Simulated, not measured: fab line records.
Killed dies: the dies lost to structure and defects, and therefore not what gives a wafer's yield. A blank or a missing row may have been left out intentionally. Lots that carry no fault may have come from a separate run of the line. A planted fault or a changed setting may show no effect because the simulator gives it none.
fab line records | flow nand_harc
[record] lots = 13 wafers = 39 last_day = 34
route steps=1302 shown A_START@389 A_SOURCE_PLATE@420 A_ONON_D1@426
lots with no fault: from the same line, run without faults
start_h: hours from the record's first day to the start of the lot's first wafer shown | wait_h: time in hours since the lot's previous step | " same as the row above | L1.1+2: one row covering several wafers at once | - no value, or no start was given | * or withheld: withheld | < > ~ a bound
route shown NAME@n: NAME is a module with steps in the file, n the number in the route of the first one | usual: mean/standard deviation taken from wafers without a fault | same: alike in all rows | chamber/n: place in a boat | sites: per-site readings | _std_site: the standard deviation of these | _edge_site: inner sites' mean taken away from outer sites' mean | radius_mm: how far each site lies from the wafer's centre | mask NAME#n: copy n | behind: the most recent tool/chamber to have shaped the wafer | hold: why the lot went on hold/how many hours it stayed there/how the hold came to an end | device: names the non-switching transistor (n, p or np) | end of line: at the end of the route, the tests of the same wafers | a step with no rows: only its recipe | killed: at the first sort, the dies lost to defects and structure; wafer yield is something else | map: per-die view of a wafer (x killed, . not killed, _ where there is no die)
set.NAME: setting as actually run; set.NAME@STEP: the setting as run at that earlier step | model.NAME: the simulator's own value behind a step, which no gauge read
route steps across a sampled set of lots; one table per step, one row per wafer
services: the hour from which a tool's chamber was out of use, counted from the record's first day as start_h (under 0 if before that day), plus the number of hours and why
[[steps]]
[step NHARC_A_START_INSPECT_01]
[usual] raw_defect_count = 3.7/2
// columns lot.wafer tool chamber start_h wait_h raw_defect_count
L765.1 defect_inspect-01 - 151.77 - 5
L765.2 " - " " 4
L765.4 " - " " 8
L767.1 defect_inspect-02 - 167.38 - 5
L767.5 " - " " 4
L767.6 " - " " 6
L766.1 defect_inspect-02 - 169.70 - 4
L766.4 " - " " 2
L766.5 " - " " 5
L774.3 defect_inspect-01 - 239.73 - 4
L774.4 " - " " 5
L774.6 " - " " 3
L779.1 defect_inspect-02 - 285.58 - 1
L779.2 " - " " 5
L779.6 " - " " 7
L778.1 defect_inspect-02 - 286.55 - 2
L778.5 " - " " 3
L778.6 " - " " 6
L780.2 defect_inspect-02 - 299.62 - 2
L780.4 " - " " 3
L780.6 " - " " 5
L781.1 defect_inspect-02 - 309.21 - 3
L781.2 " - " " 4
L781.4 " - " " 4
L782.3 defect_inspect-02 - 315.36 - 8
L782.4 " - " " 2
L782.5 " - " " 4
L784.2 defect_inspect-02 - 330.89 - 4
L784.3 " - " " 2
L784.4 " - " " 5
L785.1 defect_inspect-02 - 343.45 - 5
L785.2 " - " " 4
L785.3 " - " " 3
L786.1 defect_inspect-02 - 356.43 - 5
L786.2 " - " " 8
L786.5 " - " " 7
L787.2 defect_inspect-02 - 369.90 - 2
L787.4 " - " " 5
L787.6 " - " " 2
[step NHARC_A_SOURCE_PLATE_THK_MEAS_06]
[recipe] thk_meas_gauge = ellipsometry
[usual] thk_nm = 199.2/2.1
// columns lot.wafer tool chamber start_h wait_h thk_nm
L765.1 film_metro-02 - 176.22 0.4 196.1
L765.2 " - " " 198.2
L765.4 " - " " 198.1
L766.1 film_metro-02 - 193.58 0.4 201.3
L766.4 " - " " 200.4
L766.5 " - " " 200.8
L767.1 film_metro-01 - 193.58 0.4 201.0
L767.5 " - " " 197.5
L767.6 " - " " 199.2
L774.3 film_metro-02 - 263.14 0.4 197.8
L774.4 " - " " 200.1
L774.6 " - " " 199.0
L779.1 film_metro-02 - 307.55 0.4 197.2
L779.2 " - " " 198.1
L779.6 " - " " 198.2
L778.1 film_metro-01 - 307.56 0.4 196.6
L778.5 " - " " 197.1
L778.6 " - " " 197.9
L780.2 film_metro-02 - 324.14 0.4 200.0
L780.4 " - " " 201.8
L780.6 " - " " 200.1
L781.1 film_metro-02 - 330.90 0.4 199.0
L781.2 " - " " 198.3
L781.4 " - " " 200.8
L782.3 film_metro-02 - 339.72 0.4 201.3
L782.4 " - " " 200.4
L782.5 " - " " 201.4
L784.2 film_metro-02 - 355.52 0.4 197.7
L784.3 " - " " 197.5
L784.4 " - " " 194.7
L785.1 film_metro-02 - 366.15 0.4 198.5
L785.2 " - " " 198.3
L785.3 " - " " 198.8
L786.1 film_metro-02 - 388.05 10.1 203.2
L786.2 " - " " 202.6
L786.5 " - " " 202.7
L787.2 film_metro-02 - 401.82 0.4 199.4
L787.4 " - " " 199.2
L787.6 " - " " 198.1
[step NHARC_A_ONON_D1_DEP_03]
[recipe] target_thk_a = 10000 n2_flow_sccm = 2750 n2o_flow_sccm = 2000 nh3_flow_sccm = 500 sih4_flow_sccm = 210 temp_c = 400
[usual] nh3_flow_sccm = 500.2/1.6
// columns lot.wafer tool chamber start_h wait_h nh3_flow_sccm
L765.1 pecvd_onon-04 0 176.93 0.1 498.1
L765.2 " 0 " " 498.6
L765.4 " 0 " " 501.5
L767.1 pecvd_onon-04 0 194.28 0.1 498.1
L767.5 " 0 " " 500.1
L767.6 " 0 " " 499.6
L766.1 pecvd_onon-01 0 194.28 0.1 503.7
L766.4 " 0 " " 503.5
L766.5 " 0 " " 503.0
L774.3 pecvd_onon-01 0 263.95 0.2 503.7
L774.4 " 0 " " 501.5
L774.6 " 0 " " 500.8
L779.1 pecvd_onon-02 0 308.25 0.1 500.0
L779.2 " 0 " " 498.7
L779.6 " 0 " " 498.1
L778.1 pecvd_onon-04 0 308.26 0.1 500.6
L778.5 " 0 " " 503.5
L778.6 " 0 " " 501.6
L780.2 pecvd_onon-02 0 324.95 0.1 500.5
L780.4 " 0 " " 500.6
L780.6 " 0 " " 499.9
L781.1 pecvd_onon-04 0 331.60 0.1 502.1
L781.2 " 0 " " 501.0
L781.4 " 0 " " 500.0
L782.3 pecvd_onon-02 0 340.57 0.2 502.0
L782.4 " 0 " " 502.5
L782.5 " 0 " " 501.4
L784.2 pecvd_onon-01 0 356.29 0.1 500.2
L784.3 " 0 " " 502.5
L784.4 " 0 " " 498.1
L785.1 pecvd_onon-01 0 366.85 0.1 499.8
L785.2 " 0 " " 498.9
L785.3 " 0 " " 501.6
L786.1 pecvd_onon-04 0 388.85 0.1 501.0
L786.2 " 0 " " 497.9
L786.5 " 0 " " 499.2
L787.2 pecvd_onon-04 0 402.57 0.1 499.3
L787.4 " 0 " " 497.1
L787.6 " 0 " " 499.1
[step NHARC_A_ONON_D1_THK_MEAS_05]
[recipe] thk_meas_gauge = ellipsometry
[usual] thk_nm = 1000/8.4
// columns lot.wafer tool chamber start_h wait_h thk_nm
L765.1 film_metro-01 - 177.44 - 1009
L765.2 " - " " 1009
L765.4 " - " " 1009
L766.1 film_metro-02 - 194.79 - 1011
L766.4 " - " " 1009
L766.5 " - " " 1010
L767.1 film_metro-02 - 194.80 - 1014
L767.5 " - " " 1012
L767.6 " - " " 1013
L774.3 film_metro-01 - 264.35 - 1053
L774.4 " - " " 1013
L774.6 " - " " 1014
L779.1 film_metro-01 - 308.76 - 996
L779.2 " - " " 997
L779.6 " - " " 994
L778.1 film_metro-01 - 308.77 - 994
L778.5 " - " " 994
L778.6 " - " " 995
L780.2 film_metro-01 - 325.40 - 998
L780.4 " - " " 998
L780.6 " - " " 997
L781.1 film_metro-02 - 332.11 - 1004
L781.2 " - " " 1006
L781.4 " - " " 1004
L782.3 film_metro-02 - 340.97 - 997
L782.4 " - " " 997
L782.5 " - " " 996
L784.2 film_metro-01 - 356.75 - 1001
L784.3 " - " " 1000
L784.4 " - " " 1001
L785.1 film_metro-01 - 367.35 - 995
L785.2 " - " " 997
L785.3 " - " " 996
L786.1 film_metro-02 - 389.36 - 996
L786.2 " - " " 996
L786.5 " - " " 995
L787.2 film_metro-02 - 403.03 - 996
L787.4 " - " " 998
L787.6 " - " " 997
[step NHARC_A_ONON_D1_THK_MEAS_27]
[recipe] thk_meas_gauge = ellipsometry
[usual] thk_nm = 1003/7.6
// columns lot.wafer tool chamber start_h wait_h thk_nm
L765.1 film_metro-01 - 190.51 - 1013
L765.2 " - " " 1013
L765.4 " - " " 1013
L767.1 film_metro-01 - 206.31 - 996
L767.5 " - " " 996
L767.6 " - " " 998
L766.1 film_metro-02 - 206.34 - 1006
L766.4 " - " " 1004
L766.5 " - " " 1005
L774.3 film_metro-01 - 275.81 - 994
L774.4 " - " " 995
L774.6 " - " " 994
L778.1 film_metro-02 - 321.30 - 1010
L778.5 " - " " 1009
L778.6 " - " " 1009
L779.1 film_metro-02 - 321.51 - 1007
L779.2 " - " " 1007
L779.6 " - " " 1008
L780.2 film_metro-02 - 337.24 - 1000
L780.4 " - " " 999
L780.6 " - " " 1000
L781.1 film_metro-02 - 345.14 - 1003
L781.2 " - " " 1003
L781.4 " - " " 1004
L782.3 film_metro-01 - 355.67 - 993
L782.4 " - " " 993
L782.5 " - " " 992
L784.2 film_metro-01 - 368.27 - 1006
L784.3 " - " " 1005
L784.4 " - " " 1006
L785.1 film_metro-02 - 390.29 - 1012
L785.2 " - " " 1013
L785.3 " - " " 1014
L786.1 film_metro-02 - 404.90 - 1004
L786.2 " - " " 1003
L786.5 " - " " 1004
L787.2 film_metro-02 - 414.25 - 1009
L787.4 " - " " 1013
L787.6 " - " " 1010
[[services]]
// columns tool chamber start_h hours kind
pecvd_onon-02 - 185.00 13.0 pm
pecvd_onon-01 - 269.06 13.0 pm
pecvd_onon-04 - 311.23 13.0 pm
pecvd_onon-02 - 366.11 13.0 pm
[[key]]
[first_sign] step = NHARC_A_ONON_D1_THK_MEAS_05 reading = thk_nm direction = up sigmas = 6.2 usual = 1000 struck = 1053
effect none on later readings
met_at NHARC_A_ONON_D1_DEP_03
struck_lots L774
struck_wafers L774.3
tester_left_out L774
not_acting_at NHARC_A_START_INSPECT_01,NHARC_A_SOURCE_PLATE_THK_MEAS_06,NHARC_A_ONON_D1_THK_MEAS_27
onset_between 194.28 263.95
[fault] kind = process_parameter_drift tool = pecvd_onon-01 chamber = - onset_h = 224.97 steps = NHARC_A_ONON_D1_DEP_03 channel = target_thk_a offset = * shape = step end_h = 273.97 scope = struck_wafers_only acts_in = * stated = *
// tester_left_out: of these lots the tester's yield and bins aren't shown, on N5 and GAA mostly nor the transistor test; their killed dies are dies lost to structure and defects alone, not to doping, threshold or leakage, so they don't give the yield
